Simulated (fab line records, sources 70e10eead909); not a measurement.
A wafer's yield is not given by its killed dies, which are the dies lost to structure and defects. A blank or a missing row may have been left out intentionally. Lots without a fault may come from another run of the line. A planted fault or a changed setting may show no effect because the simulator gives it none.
Chamber matching    flow nand-harc    3 sister chambers for NHARC_A_STAIRCASE_DEP_156 on pecvd-04
The step deposits SiNx, target thk 50 nm. 3 wafers are shown with their chamber, then 7 later ones without.

## WAFERS PAIRED WITH THEIR CHAMBERS
wafer   chamber  heater-power-w (W)
L090.3  0        681
L094.3  2        729
L094.5  1        691

## WAFERS WHOSE CHAMBER IS MISSING
wafer   heater-power-w (W)
L094.6  756
L093.1  724
L093.4  737
L093.5  742
L096.1  775
L096.2  649
L096.5  781

## WHICH CHAMBER EACH WENT THROUGH
wafer   from the rows above           in truth
L094.6  can't be placed: 2 or 1 or 0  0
L093.1  can't be placed: 2 or 1 or 0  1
L093.4  can't be placed: 2 or 1 or 0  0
L093.5  can't be placed: 2 or 1 or 0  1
L096.1  can't be placed: 2 or 1 or 0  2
L096.2  can't be placed: 0 or 1 or 2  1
L096.5  can't be placed: 2 or 1 or 0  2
0 of 7 placed correctly. Unplaceable from these rows: 7, with the true chamber sitting among the candidates in 7. Placed wrongly: 0.
How it was worked out, from the rows above alone: a wafer's distance from a chamber is the root of the sum, over the readings, of the square of ((its reading less the chamber's mean) divided by the reading's scatter). If the next closest chamber is less than 2 further off than the closest, the wafer can't be placed; otherwise it belongs to the closest. Each chamber's mean is taken over the wafers shown for it. The scatter: with one shown wafer a chamber, the root of the mean of the squares of how far each hidden wafer lies from its nearest shown one.
